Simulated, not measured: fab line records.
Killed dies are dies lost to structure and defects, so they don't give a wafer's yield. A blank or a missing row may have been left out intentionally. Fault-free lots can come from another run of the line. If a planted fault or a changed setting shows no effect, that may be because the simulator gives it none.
Which of the tools did it? ; flow n5 finfet ; 14 lots, 42 wafers sampled, at 4 steps of a route of 1938

## WHAT THE GAUGES SHOWED, per wafer
N5_BEOL_M1_CD_MEAS_11: target cd 17.05 nm.
lot;measured;on;cd nm (nm)
L284;day 6 17:13;cd sem-02;17.05 16.69 16.50
L285;day 7 05:45;cd sem-03;17.04 17.11 17.24
L286;day 7 05:58;cd sem-02;17.02 16.86 17.24
L288;day 8 00:40;cd sem-01;17.05 16.90 16.76
L287;day 8 00:59;cd sem-01;16.55 17.60 16.87
L290;day 8 11:38;cd sem-02;16.96 17.22 17.11
L292;day 8 22:33;cd sem-03;- - -
L293;day 9 11:13;cd sem-01;- - -
L299;day 10 18:39;cd sem-01;16.76 16.88 17.07
L300;day 11 02:53;cd sem-01;17.32 17.27 17.79
L301;day 11 03:10;cd sem-01;17.12 17.53 17.04
L302;day 11 07:39;cd sem-02;17.03 17.07 16.96
L303;day 11 20:43;cd sem-01;16.83 17.05 16.57
L304;day 12 05:58;cd sem-01;17.10 16.92 17.03

## EACH LOT AND THE TOOL THAT RAN IT (in order: tool; ch and the chambers of the sampled wafers; start)
lot;N5_BEOL_M0_SPUTTER_116;N5_BEOL_M0_SPUTTER_134;N5_BEOL_M1_DEVELOP_10
L284;pvd sputter-03, day 6 13:41;pvd sputter-03, day 6 13:55;litho track-05 ch 0, day 6 17:09
L285;pvd sputter-03, day 7 02:06;pvd sputter-03, day 7 02:20;litho track-03 ch 0, day 7 05:41
L286;pvd sputter-02, day 7 02:08;pvd sputter-02, day 7 02:23;litho track-03 ch 0, day 7 05:55
L288;pvd sputter-01, day 7 19:32;pvd sputter-01, day 7 19:46;litho track-05 ch 0, day 8 00:36
L287;pvd sputter-03, day 7 20:05;pvd sputter-03, day 7 20:19;litho track-05 ch 0, day 8 00:56
L290;pvd sputter-01, day 8 07:25;pvd sputter-01, day 8 07:39;litho track-05 ch 0, day 8 11:35
L292;pvd sputter-01, day 8 19:23;pvd sputter-01, day 8 19:37;litho track-05, day 8 22:29
L293;pvd sputter-01, day 9 07:30;pvd sputter-01, day 9 07:44;litho track-01, day 9 11:10
L299;pvd sputter-02, day 10 16:02;pvd sputter-02, day 10 16:16;litho track-05 ch 0, day 10 18:35
L300;pvd sputter-03, day 11 00:11;pvd sputter-03, day 11 00:25;litho track-05 ch 0, day 11 02:50
L301;pvd sputter-03, day 11 00:40;pvd sputter-03, day 11 00:54;litho track-05 ch 0, day 11 03:07
L302;pvd sputter-01, day 11 03:34;pvd sputter-01, day 11 03:48;litho track-05 ch 0, day 11 07:35
L303;pvd sputter-02, day 11 16:40;pvd sputter-02, day 11 16:55;litho track-03 ch 0, day 11 20:40
L304;pvd sputter-03, day 12 03:32;pvd sputter-03, day 12 03:47;litho track-01 ch 0, day 12 05:54
- N5_BEOL_M0_SPUTTER_116: material Cu, target thk 4 nm, time 7.37 s.
- N5_BEOL_M0_SPUTTER_134: material Cu, target thk 4 nm, time 7.37 s.
- N5_BEOL_M1_DEVELOP_10: develop time 30 s.

## WHAT THE TOOLS THEMSELVES READ (means of the sampled wafers that have a number; where no wafer has one, the mark that the record gives instead)
N5_BEOL_M0_SPUTTER_116.
lot;tool;throttle valve pct (%)
L284;pvd sputter-03;30.2
L285;pvd sputter-03;31.6
L286;pvd sputter-02;29.1
L288;pvd sputter-01;30.7
L287;pvd sputter-03;30.5
L290;pvd sputter-01;30.5
L292;pvd sputter-01;30.7
L293;pvd sputter-01;31.2
L299;pvd sputter-02;29.2
L300;pvd sputter-03;30.1
L301;pvd sputter-03;30.5
L302;pvd sputter-01;31.2
L303;pvd sputter-02;29.4
L304;pvd sputter-03;30.2

N5_BEOL_M0_SPUTTER_134.
lot;tool;throttle valve pct (%)
L284;pvd sputter-03;30.2
L285;pvd sputter-03;31.3
L286;pvd sputter-02;29.1
L288;pvd sputter-01;30.5
L287;pvd sputter-03;30.5
L290;pvd sputter-01;30.5
L292;pvd sputter-01;30.6
L293;pvd sputter-01;31.0
L299;pvd sputter-02;29.1
L300;pvd sputter-03;30.3
L301;pvd sputter-03;30.5
L302;pvd sputter-01;31.0
L303;pvd sputter-02;29.4
L304;pvd sputter-03;30.2

N5_BEOL_M1_DEVELOP_10.
lot;tool;chill plate temp C (C);developer temp C (C)
L284;litho track-05;22.92;23.01
L285;litho track-03;22.96;22.97
L286;litho track-03;23.12;23.00
L288;litho track-05;22.90;22.87
L287;litho track-05;23.10;22.98
L290;litho track-05;22.89;22.91
L292;litho track-05;-;-
L293;litho track-01;-;-
L299;litho track-05;23.00;23.08
L300;litho track-05;22.99;22.94
L301;litho track-05;22.99;23.06
L302;litho track-05;23.09;22.85
L303;litho track-03;23.02;22.88
L304;litho track-01;23.07;23.07

## THE ANSWER, worked out from the rows above alone
Rule: the usual values come from the lots themselves. Put in order of their means at a reading, lots are off if they are a third of the lots or fewer, leave a main group of 4 or more, and stand apart from it by a gap of 3 or more times the standard deviation of the main group's means; of several such gaps the widest counts. Not used: any main group whose means are identical at the precision the tables above print for the reading. Also off: a lot with no number at a reading for which 4 or more lots have one. Any other lot the step has rows for is counted as sound. Order of review: gauges by route order, followed by the tools' own readings, for which a lot's mean as printed above is used. The first step at which some lot is off is used, and at that step the reading that is off furthest; a lot without a number counts as furthest.
Off at N5_BEOL_M1_CD_MEAS_11 (cd nm): L292, L293. Without a number there: L292, L293. Main group: mean 17.03 nm, sd 0.18.
A tool fits if, at a process step before that reading, it ran every lot that is off, and no sound lot after the first of them. The gauges at N5_BEOL_M1_CD_MEAS_11 aren't tried: what is off there is off at N5_BEOL_M1_DEVELOP_10 too, on other tools, and a gauge's error can't cause that. None of those tried fits.

## WHAT HAD BEEN PUT IN BY THE SIMULATOR
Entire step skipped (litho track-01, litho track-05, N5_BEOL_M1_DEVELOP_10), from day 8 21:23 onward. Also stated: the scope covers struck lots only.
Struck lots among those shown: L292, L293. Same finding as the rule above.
